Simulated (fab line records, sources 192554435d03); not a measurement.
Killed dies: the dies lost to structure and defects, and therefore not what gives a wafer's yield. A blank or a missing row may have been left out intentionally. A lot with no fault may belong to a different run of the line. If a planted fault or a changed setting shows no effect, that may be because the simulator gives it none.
Split-lot trial    flow n5-finfet    21 wafers read across 7 lots, on a route 1938 steps long

## THE SPLIT
At N5_BEOL_M3_TRENCH_ETCH_37 (etches SiOC in C4F6/O2, target depth 55.555 nm, time 29.2 s), the setting time-s was moved away from the recipe's 29.2 s on 10 of the 21 wafers read, by -21.3% to +17.5%. This setting was run at the recipe's value on the other wafers.

## FROM THE SPLIT TO THE READING: what the file shows between them, 2 steps
- N5_BEOL_M3_ETCH_41: etches SiCN in CH3F/O2, target depth 29.9 nm, time 52.5 s
- N5_BEOL_M3_STRIP_97: strips in N2/H2, time 10 s

## THE READING
trench-depth-nm, in nm, at N5_BEOL_M3_OCD_MEAS_38. Typical for fault-free wafers on this fab line: 55.4 nm, with standard deviation 0.96 nm.

wafer   tool, chamber at the split  time-s as run, s  against the recipe  trench-depth-nm, nm  against lot-mates on the recipe
L078.1  rie-diel-02, 0              29.2              recipe              55.1                 -
L078.2  rie-diel-02, 2              29.2              recipe              55.6                 -
L078.6  rie-diel-02, 2              29.2              recipe              55.9                 -
L079.3  rie-diel-04, 0              34.32             +17.5%              65.7                 +8.7
L079.4  rie-diel-04, 2              29.2              recipe              55.9                 -
L079.5  rie-diel-04, 1              29.2              recipe              58.1                 -
L087.3  rie-diel-02, 2              29.2              recipe              56.5                 -
L087.4  rie-diel-02, 0              29.2              recipe              54.5                 -
L087.6  rie-diel-02, 1              29.2              recipe              55.9                 -
L088.4  rie-diel-02, 2              33.26             +13.9%              62.6                 +8.4
L088.5  rie-diel-02, 0              29.2              recipe              54.2                 -
L088.6  rie-diel-02, 1              33.26             +13.9%              63.0                 +8.8
L091.1  rie-diel-04, 3,0            22.98             -21.3%              44.0                 -13.5
L091.3  rie-diel-04, 1              29.2              recipe              57.5                 -
L091.4  rie-diel-04, 3,0            22.98             -21.3%              44.2                 -13.3
L093.1  rie-diel-02, 1              33.85             +15.9%              63.9                 no lot-mate on the recipe
L093.3  rie-diel-02, 2              33.85             +15.9%              64.2                 no lot-mate on the recipe
L093.4  rie-diel-02, 3              33.85             +15.9%              64.4                 no lot-mate on the recipe
L097.2  rie-diel-02, 0              24                -17.8%              43.7                 -9.7
L097.4  rie-diel-02, 0              29.2              recipe              53.4                 -
L097.5  rie-diel-02, 1              24                -17.8%              44.3                 -9.1
Rows listing several chambers each stand for several wafers; the file does not say which wafer went through which chamber.

FIT RESULTS
A straight line over all 21 wafers: trench-depth-nm changes by +0.565 nm for each +1% of time-s; r = +0.99; the points scatter about the line by 1.2 nm.
The same after taking each lot's own level away (the mean of its wafers on the recipe; 18 wafers): +0.58 nm for each +1%; r = +0.99; scatter 0.86 nm.
The reading moves by 12 nm for the largest change in time-s, on that fit.
From 53.40 to 57.50 nm: that is the span of the lots' own levels, equal to 4.3 times the standard deviation above.
The two slopes agree, so the slope changes little with the lot-to-lot level.
Check: -12.1 nm against its lot-mates is what the line predicts for one of the wafers moved furthest among these (-21.3%) when that wafer is left out of the fit. Against them it came out at -13.5 nm.

## ADDITIONAL SPLITS CARRIED BY THESE WAFERS
Before the reading, these wafers also passed through other splits. Each is held against what the fit with the lots' levels taken away leaves over:
other split on the same wafers  wafers away from the commonest value  r with trench-depth-nm (lot level and that fit taken away)
N5_BEOL_M2_COAT_22 spin-rpm     7                                     +0.19
N5_BEOL_M3_ETCH_70 bias-w       6                                     -0.40

## THE WHOLE CHAIN: every reading that the file lists as answering this split, in the file's order
step                       what it does                                                 reading                                                                    change (the file's fit)                r (the file's)
N5_BEOL_M3_TRENCH_ETCH_37  etches SiOC in C4F6/O2, target depth 55.555 nm, time 29.2 s  BEOL_M3.feature-depth-nm (the simulator's own value, which no gauge read)  +0.569 nm for each +1% of the setting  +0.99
N5_BEOL_M3_TRENCH_ETCH_37  etches SiOC in C4F6/O2, target depth 55.555 nm, time 29.2 s  etch.depth-nm (the simulator's own value, which no gauge read)             +0.571 nm for each +1% of the setting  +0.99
N5_BEOL_M3_OCD_MEAS_38                                                                  trench-depth-nm                                                            +0.57 nm for each +1% of the setting   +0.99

## FILE'S OWN FIT
trench-depth-nm changes by +0.57 nm for each +1% of time-s, r = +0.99.
